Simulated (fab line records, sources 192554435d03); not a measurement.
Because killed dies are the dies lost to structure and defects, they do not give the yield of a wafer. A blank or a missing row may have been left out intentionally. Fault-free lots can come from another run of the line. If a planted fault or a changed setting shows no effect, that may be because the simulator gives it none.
Which of the tools did it? || flow n5Finfet || 24 wafers from 8 lots sampled at 8 of the route's 1938 steps

== WHAT THE GAUGES SHOWED, per wafer ==
N5_MOL_CONTACT_COAG_CD_MEAS_101: the cd target is 16 nm.
{"lot": "L664", "measured": "day 5 19:56", "on": "cdSem-02", "cdNm (nm)": "15.9 15.4 16.2"}
{"lot": "L668", "measured": "day 6 11:56", "on": "cdSem-02", "cdNm (nm)": "15.3 16.1 15.9"}
{"lot": "L670", "measured": "day 6 21:32", "on": "cdSem-03", "cdNm (nm)": "15.2 15.5 15.1"}
{"lot": "L669", "measured": "day 7 05:44", "on": "cdSem-01", "cdNm (nm)": "16.2 15.5 15.8"}
{"lot": "L672", "measured": "day 7 16:48", "on": "cdSem-03", "cdNm (nm)": "15.4 16.1 14.9"}
{"lot": "L675", "measured": "day 8 07:10", "on": "cdSem-01", "cdNm (nm)": "15.9 16.1 15.9"}
{"lot": "L679", "measured": "day 9 05:34", "on": "cdSem-03", "cdNm (nm)": "15.9 15.8 15.6"}
{"lot": "L680", "measured": "day 9 15:49", "on": "cdSem-02", "cdNm (nm)": "14.7 15.7 15.6"}

N5_BEOL_M0_SAQP_THK_MEAS_05.
{"lot": "L664", "measured": "day 6 02:34", "on": "filmMetro-02", "thkNm (nm)": "60.5 61.6 61.7"}
{"lot": "L668", "measured": "day 6 20:39", "on": "filmMetro-01", "thkNm (nm)": "60.7 61.4 60.8"}
{"lot": "L670", "measured": "day 7 04:16", "on": "filmMetro-02", "thkNm (nm)": "60.9 58.6 60.0"}
{"lot": "L669", "measured": "day 7 10:43", "on": "filmMetro-02", "thkNm (nm)": "61.3 61.4 61.2"}
{"lot": "L672", "measured": "day 7 21:41", "on": "filmMetro-01", "thkNm (nm)": "59.7 60.8 61.1"}
{"lot": "L675", "measured": "day 8 11:43", "on": "filmMetro-01", "thkNm (nm)": "59.1 61.5 62.2"}
{"lot": "L679", "measured": "day 9 11:08", "on": "filmMetro-02", "thkNm (nm)": "61.3 113.0 113.3"}
{"lot": "L680", "measured": "day 9 21:35", "on": "filmMetro-01", "thkNm (nm)": "111.1 59.8 112.7"}

N5_BEOL_M0_SAQP_INSPECT_42: inspects for defects (brightfield).
{"lot": "L664", "measured": "day 6 06:59", "on": "defectInspect-01", "rawDefectCount": "190 321 307"}
{"lot": "L668", "measured": "day 7 01:52", "on": "defectInspect-01", "rawDefectCount": "220 234 236"}
{"lot": "L670", "measured": "day 7 08:42", "on": "defectInspect-02", "rawDefectCount": "239 333 211"}
{"lot": "L669", "measured": "day 7 15:28", "on": "defectInspect-01", "rawDefectCount": "227 246 230"}
{"lot": "L672", "measured": "day 8 02:19", "on": "defectInspect-02", "rawDefectCount": "365 227 200"}
{"lot": "L675", "measured": "day 8 16:55", "on": "defectInspect-01", "rawDefectCount": "198 287 253"}
{"lot": "L679", "measured": "day 9 16:03", "on": "defectInspect-02", "rawDefectCount": "389 2207 2013"}
{"lot": "L680", "measured": "day 10 02:14", "on": "defectInspect-02", "rawDefectCount": "2168 321 1983"}

N5_BEOL_M4_RC_MEAS_101.
{"lot": "L664", "measured": "day 8 14:34", "on": "prober-01", "DIBL_N (mV/V)": "36.8 36.2 37.5", "DIBL_P (mV/V)": "37.7 35.5 37.9", "IOFF_N (nA/um)": "0.16 0.14 0.17", "IOFF_P (nA/um)": "0.26 0.24 0.28", "ION_N (uA/um)": "687 669 689", "ION_P (uA/um)": "483 466 482", "SS_N (mV/dec)": "72.0 71.4 71.9", "SS_P (mV/dec)": "74.3 73.4 73.8", "VT_N (mV)": "247 251 246", "VT_P (mV)": "-246 -245 -246"}
{"lot": "L668", "measured": "day 9 03:22", "on": "prober-02", "DIBL_N (mV/V)": "39.0 40.6 37.3", "DIBL_P (mV/V)": "39.4 43.2 38.2", "IOFF_N (nA/um)": "0.20 0.26 0.17", "IOFF_P (nA/um)": "0.25 0.31 0.22", "ION_N (uA/um)": "681 693 698", "ION_P (uA/um)": "464 473 469", "SS_N (mV/dec)": "71.6 72.8 72.0", "SS_P (mV/dec)": "74.0 74.9 73.0", "VT_N (mV)": "247 243 248", "VT_P (mV)": "-249 -248 -251"}
{"lot": "L670", "measured": "day 9 07:28", "on": "prober-01", "DIBL_N (mV/V)": "35.1 37.2 37.0", "DIBL_P (mV/V)": "35.3 38.0 37.3", "IOFF_N (nA/um)": "0.15 0.19 0.19", "IOFF_P (nA/um)": "0.22 0.27 0.26", "ION_N (uA/um)": "687 687 687", "ION_P (uA/um)": "473 472 470", "SS_N (mV/dec)": "71.1 72.2 71.5", "SS_P (mV/dec)": "73.1 73.1 73.8", "VT_N (mV)": "246 245 245", "VT_P (mV)": "-248 -245 -247"}
{"lot": "L669", "measured": "day 9 22:19", "on": "prober-02", "DIBL_N (mV/V)": "34.8 36.0 33.0", "DIBL_P (mV/V)": "33.3 36.1 31.3", "IOFF_N (nA/um)": "0.13 0.16 0.11", "IOFF_P (nA/um)": "0.20 0.25 0.18", "ION_N (uA/um)": "670 673 672", "ION_P (uA/um)": "466 460 465", "SS_N (mV/dec)": "70.5 71.8 70.0", "SS_P (mV/dec)": "74.2 74.5 73.2", "VT_N (mV)": "250 247 253", "VT_P (mV)": "-251 -249 -251"}
{"lot": "L672", "measured": "day 10 02:01", "on": "prober-02", "DIBL_N (mV/V)": "39.1 38.3 41.6", "DIBL_P (mV/V)": "39.9 37.7 44.0", "IOFF_N (nA/um)": "0.21 0.19 0.27", "IOFF_P (nA/um)": "0.28 0.24 0.34", "ION_N (uA/um)": "685 680 706", "ION_P (uA/um)": "467 461 480", "SS_N (mV/dec)": "71.8 71.5 73.0", "SS_P (mV/dec)": "74.1 72.9 75.6", "VT_N (mV)": "245 248 244", "VT_P (mV)": "-247 -249 -245"}
{"lot": "L675", "measured": "day 11 02:35", "on": "prober-02", "DIBL_N (mV/V)": "39.9 41.4 40.8", "DIBL_P (mV/V)": "41.3 42.9 42.1", "IOFF_N (nA/um)": "0.23 0.26 0.24", "IOFF_P (nA/um)": "0.32 0.39 0.35", "ION_N (uA/um)": "704 688 692", "ION_P (uA/um)": "487 475 484", "SS_N (mV/dec)": "72.3 72.9 71.7", "SS_P (mV/dec)": "74.4 74.6 74.7", "VT_N (mV)": "243 241 241", "VT_P (mV)": "-244 -241 -241"}
{"lot": "L679", "measured": "day 12 05:07", "on": "prober-02", "DIBL_N (mV/V)": 33.5, "DIBL_P (mV/V)": 34.4, "IOFF_N (nA/um)": 0.14, "IOFF_P (nA/um)": 0.20, "ION_N (uA/um)": 669, "ION_P (uA/um)": 463, "SS_N (mV/dec)": 70.6, "SS_P (mV/dec)": 73.1, "VT_N (mV)": 251, "VT_P (mV)": -249}
{"lot": "L680", "measured": "day 12 07:08", "on": "prober-01", "DIBL_N (mV/V)": 36.5, "DIBL_P (mV/V)": 37.6, "IOFF_N (nA/um)": 0.18, "IOFF_P (nA/um)": 0.25, "ION_N (uA/um)": 695, "ION_P (uA/um)": 473, "SS_N (mV/dec)": 71.3, "SS_P (mV/dec)": 74.1, "VT_N (mV)": 248, "VT_P (mV)": -246}

== WHAT TOOL EACH LOT RAN ON (gives the tool, then ch and the chambers of the sampled wafers, and finally the start) ==
{"lot": "L664", "N5_MOL_CONTACT_COAG_ETCH_65": "rieDiel-04 ch 0,1, day 5 19:08", "N5_MOL_CONTACT_COAG_STRIP_49": "plasmaAsher-01 ch 0,1, day 5 19:47", "N5_BEOL_M0_SAQP_PECVD_04": "pecvd-03 ch 0,1, day 6 02:26", "N5_BEOL_M0_SAQP_MANDREL_ETCH_20": "rieSi-04 ch 1,2, day 6 03:25"}
{"lot": "L668", "N5_MOL_CONTACT_COAG_ETCH_65": "rieDiel-04 ch 1,2, day 6 10:53", "N5_MOL_CONTACT_COAG_STRIP_49": "plasmaAsher-02 ch 0,1, day 6 11:46", "N5_BEOL_M0_SAQP_PECVD_04": "pecvd-04 ch 0,1,2, day 6 20:33", "N5_BEOL_M0_SAQP_MANDREL_ETCH_20": "rieSi-04 ch 0,1,2, day 6 21:31"}
{"lot": "L670", "N5_MOL_CONTACT_COAG_ETCH_65": "rieDiel-04 ch 2,3, day 6 20:27", "N5_MOL_CONTACT_COAG_STRIP_49": "plasmaAsher-02 ch 0, day 6 21:23", "N5_BEOL_M0_SAQP_PECVD_04": "pecvd-03 ch 0,1, day 7 04:11", "N5_BEOL_M0_SAQP_MANDREL_ETCH_20": "rieSi-06 ch 0,2,3, day 7 05:01"}
{"lot": "L669", "N5_MOL_CONTACT_COAG_ETCH_65": "rieDiel-02 ch 1,2,3, day 7 04:33", "N5_MOL_CONTACT_COAG_STRIP_49": "plasmaAsher-02 ch 0,1, day 7 05:36", "N5_BEOL_M0_SAQP_PECVD_04": "pecvd-04 ch 1,2, day 7 10:37", "N5_BEOL_M0_SAQP_MANDREL_ETCH_20": "rieSi-06 ch 2,3, day 7 11:26"}
{"lot": "L672", "N5_MOL_CONTACT_COAG_ETCH_65": "rieDiel-04 ch 1,2,3, day 7 16:01", "N5_MOL_CONTACT_COAG_STRIP_49": "plasmaAsher-02 ch 0,1, day 7 16:40", "N5_BEOL_M0_SAQP_PECVD_04": "pecvd-04 ch 0,2, day 7 21:35", "N5_BEOL_M0_SAQP_MANDREL_ETCH_20": "rieSi-01 ch 1,2, day 7 22:31"}
{"lot": "L675", "N5_MOL_CONTACT_COAG_ETCH_65": "rieDiel-06 ch 0,1,3, day 8 06:22", "N5_MOL_CONTACT_COAG_STRIP_49": "plasmaAsher-01 ch 0, day 8 07:01", "N5_BEOL_M0_SAQP_PECVD_04": "pecvd-03 ch 0,1,2, day 8 11:37", "N5_BEOL_M0_SAQP_MANDREL_ETCH_20": "rieSi-01 ch 0,2,3, day 8 12:33"}
{"lot": "L679", "N5_MOL_CONTACT_COAG_ETCH_65": "rieDiel-04 ch 0,2,3, day 9 04:46", "N5_MOL_CONTACT_COAG_STRIP_49": "plasmaAsher-01 ch 0,1, day 9 05:26", "N5_BEOL_M0_SAQP_PECVD_04": "pecvd-04 ch 0,1,2, day 9 11:04", "N5_BEOL_M0_SAQP_MANDREL_ETCH_20": "rieSi-01 ch 1,2, day 9 11:51"}
{"lot": "L680", "N5_MOL_CONTACT_COAG_ETCH_65": "rieDiel-04 ch 1,2,3, day 9 14:44", "N5_MOL_CONTACT_COAG_STRIP_49": "plasmaAsher-01 ch 1, day 9 15:40", "N5_BEOL_M0_SAQP_PECVD_04": "pecvd-04 ch 1,2, day 9 21:28", "N5_BEOL_M0_SAQP_MANDREL_ETCH_20": "rieSi-04 ch 1,2,3, day 9 22:26"}
- N5_MOL_CONTACT_COAG_ETCH_65: etches underlayer in N2/H2, target depth 13 nm, time 10.4 s.
- N5_MOL_CONTACT_COAG_STRIP_49: strips in N2/H2, time 30 s.
- N5_BEOL_M0_SAQP_PECVD_04: deposits a-Si from SiH4/He, target thk 60 nm, time 60.2 s.
- N5_BEOL_M0_SAQP_MANDREL_ETCH_20: etches a-Si in HBr/Cl2, stops on SiNx, target depth 60 nm, bt time 10 s, time 30 s.

== WHAT THE TOOLS THEMSELVES READ (means of the sampled wafers that have a number; where no wafer has one, the mark that the record gives instead) ==
N5_MOL_CONTACT_COAG_ETCH_65.
{"lot": "L664", "tool": "rieDiel-04", "drypumpMotorCurrentA (A)": 5.8, "etchRfOnTimeS (s)": 10.3, "oesProductAu (a.u.)": 0.64, "rfVppV (V)": 524.4, "showerheadPlenumPTorr (Torr)": 2.58, "throttleValvePct (%)": 18.06}
{"lot": "L668", "tool": "rieDiel-04", "drypumpMotorCurrentA (A)": 5.7, "etchRfOnTimeS (s)": 10.5, "oesProductAu (a.u.)": 0.62, "rfVppV (V)": 522.3, "showerheadPlenumPTorr (Torr)": 2.49, "throttleValvePct (%)": 17.91}
{"lot": "L670", "tool": "rieDiel-04", "drypumpMotorCurrentA (A)": 5.7, "etchRfOnTimeS (s)": 10.1, "oesProductAu (a.u.)": 0.66, "rfVppV (V)": 521.6, "showerheadPlenumPTorr (Torr)": 2.45, "throttleValvePct (%)": 17.54}
{"lot": "L669", "tool": "rieDiel-02", "drypumpMotorCurrentA (A)": 5.2, "etchRfOnTimeS (s)": 10.3, "oesProductAu (a.u.)": 0.67, "rfVppV (V)": 522.9, "showerheadPlenumPTorr (Torr)": 2.52, "throttleValvePct (%)": 17.85}
{"lot": "L672", "tool": "rieDiel-04", "drypumpMotorCurrentA (A)": 5.5, "etchRfOnTimeS (s)": 10.3, "oesProductAu (a.u.)": 0.64, "rfVppV (V)": 521.9, "showerheadPlenumPTorr (Torr)": 2.46, "throttleValvePct (%)": 17.85}
{"lot": "L675", "tool": "rieDiel-06", "drypumpMotorCurrentA (A)": 5.8, "etchRfOnTimeS (s)": 10.4, "oesProductAu (a.u.)": 0.69, "rfVppV (V)": 521.7, "showerheadPlenumPTorr (Torr)": 2.49, "throttleValvePct (%)": 17.94}
{"lot": "L679", "tool": "rieDiel-04", "drypumpMotorCurrentA (A)": 5.9, "etchRfOnTimeS (s)": 10.3, "oesProductAu (a.u.)": 0.62, "rfVppV (V)": 524.1, "showerheadPlenumPTorr (Torr)": 2.51, "throttleValvePct (%)": 17.72}
{"lot": "L680", "tool": "rieDiel-04", "drypumpMotorCurrentA (A)": 5.5, "etchRfOnTimeS (s)": 10.2, "oesProductAu (a.u.)": 0.64, "rfVppV (V)": 521.1, "showerheadPlenumPTorr (Torr)": 2.45, "throttleValvePct (%)": 17.89}

N5_MOL_CONTACT_COAG_STRIP_49.
{"lot": "L664", "tool": "plasmaAsher-01", "drypumpMotorCurrentA (A)": 5.4, "heaterPowerW (W)": 330}
{"lot": "L668", "tool": "plasmaAsher-02", "drypumpMotorCurrentA (A)": 6.2, "heaterPowerW (W)": 335}
{"lot": "L670", "tool": "plasmaAsher-02", "drypumpMotorCurrentA (A)": 6.4, "heaterPowerW (W)": 334}
{"lot": "L669", "tool": "plasmaAsher-02", "drypumpMotorCurrentA (A)": 6.2, "heaterPowerW (W)": 329}
{"lot": "L672", "tool": "plasmaAsher-02", "drypumpMotorCurrentA (A)": 6.2, "heaterPowerW (W)": 331}
{"lot": "L675", "tool": "plasmaAsher-01", "drypumpMotorCurrentA (A)": 5.4, "heaterPowerW (W)": 324}
{"lot": "L679", "tool": "plasmaAsher-01", "drypumpMotorCurrentA (A)": 5.3, "heaterPowerW (W)": 340}
{"lot": "L680", "tool": "plasmaAsher-01", "drypumpMotorCurrentA (A)": 5.3, "heaterPowerW (W)": 350}

N5_BEOL_M0_SAQP_PECVD_04.
{"lot": "L664", "tool": "pecvd-03", "heaterPowerW (W)": 540, "showerheadPlenumPTorr (Torr)": 5.62, "throttleValvePct (%)": 18.0}
{"lot": "L668", "tool": "pecvd-04", "heaterPowerW (W)": 584, "showerheadPlenumPTorr (Torr)": 5.68, "throttleValvePct (%)": 17.7}
{"lot": "L670", "tool": "pecvd-03", "heaterPowerW (W)": 505, "showerheadPlenumPTorr (Torr)": 5.68, "throttleValvePct (%)": 19.4}
{"lot": "L669", "tool": "pecvd-04", "heaterPowerW (W)": 559, "showerheadPlenumPTorr (Torr)": 5.69, "throttleValvePct (%)": 18.1}
{"lot": "L672", "tool": "pecvd-04", "heaterPowerW (W)": 573, "showerheadPlenumPTorr (Torr)": 5.66, "throttleValvePct (%)": 17.7}
{"lot": "L675", "tool": "pecvd-03", "heaterPowerW (W)": 547, "showerheadPlenumPTorr (Torr)": 5.65, "throttleValvePct (%)": 18.0}
{"lot": "L679", "tool": "pecvd-04", "heaterPowerW (W)": 587, "showerheadPlenumPTorr (Torr)": 5.67, "throttleValvePct (%)": 17.7}
{"lot": "L680", "tool": "pecvd-04", "heaterPowerW (W)": 524, "showerheadPlenumPTorr (Torr)": 5.69, "throttleValvePct (%)": 18.3}

N5_BEOL_M0_SAQP_MANDREL_ETCH_20.
{"lot": "L664", "tool": "rieSi-04", "drypumpMotorCurrentA (A)": 5.1, "oesProductAu (a.u.)": 0.794, "throttleValvePct (%)": 35.7}
{"lot": "L668", "tool": "rieSi-04", "drypumpMotorCurrentA (A)": 5.3, "oesProductAu (a.u.)": 0.785, "throttleValvePct (%)": 35.5}
{"lot": "L670", "tool": "rieSi-06", "drypumpMotorCurrentA (A)": 5.6, "oesProductAu (a.u.)": 0.771, "throttleValvePct (%)": 35.6}
{"lot": "L669", "tool": "rieSi-06", "drypumpMotorCurrentA (A)": 5.4, "oesProductAu (a.u.)": 0.772, "throttleValvePct (%)": 35.5}
{"lot": "L672", "tool": "rieSi-01", "drypumpMotorCurrentA (A)": 5.8, "oesProductAu (a.u.)": 0.790, "throttleValvePct (%)": 35.2}
{"lot": "L675", "tool": "rieSi-01", "drypumpMotorCurrentA (A)": 5.9, "oesProductAu (a.u.)": 0.790, "throttleValvePct (%)": 35.5}
{"lot": "L679", "tool": "rieSi-01", "drypumpMotorCurrentA (A)": 5.9, "oesProductAu (a.u.)": 0.949, "throttleValvePct (%)": 35.0}
{"lot": "L680", "tool": "rieSi-04", "drypumpMotorCurrentA (A)": 5.5, "oesProductAu (a.u.)": 0.943, "throttleValvePct (%)": 35.3}

== THE ANSWER, worked out from the rows above alone ==
Rule: usual is defined by the lots themselves. Put in order of their means at a reading, lots are off if they are a third of the lots or fewer, leave a main group of 4 or more, and stand apart from it by a gap of 3 or more times the standard deviation of the main group's means; of several such gaps the widest counts. Not used: any main group whose means are identical at the precision the tables above print for the reading. Also off: a lot with no number at a reading for which 4 or more lots have one. Where the step has rows for the other lots, those lots are counted as sound. After the gauges, taken in route order, come the tools' own readings; for these a lot's mean is taken, as printed above. The first step at which some lot is off is used, and at that step the reading that is off furthest; a lot without a number counts as furthest.
Off, at N5_BEOL_M0_SAQP_THK_MEAS_05 on thkNm: L679, L680. The main group has a mean of 60.8 nm with a standard deviation of 0.5.
A tool fits if, at a process step before that reading, it ran every lot that is off, and no sound lot after the first of them. The gauges at N5_BEOL_M0_SAQP_THK_MEAS_05 aren't tried: what is off there is off at N5_BEOL_M0_SAQP_INSPECT_42 too, on other tools, and a gauge's error can't cause that. Can't be told from this: 3 tools fit, rieDiel-04 at N5_MOL_CONTACT_COAG_ETCH_65, plasmaAsher-01 at N5_MOL_CONTACT_COAG_STRIP_49, pecvd-04 at N5_BEOL_M0_SAQP_PECVD_04.

== WHAT THE SIMULATOR PUT IN ==
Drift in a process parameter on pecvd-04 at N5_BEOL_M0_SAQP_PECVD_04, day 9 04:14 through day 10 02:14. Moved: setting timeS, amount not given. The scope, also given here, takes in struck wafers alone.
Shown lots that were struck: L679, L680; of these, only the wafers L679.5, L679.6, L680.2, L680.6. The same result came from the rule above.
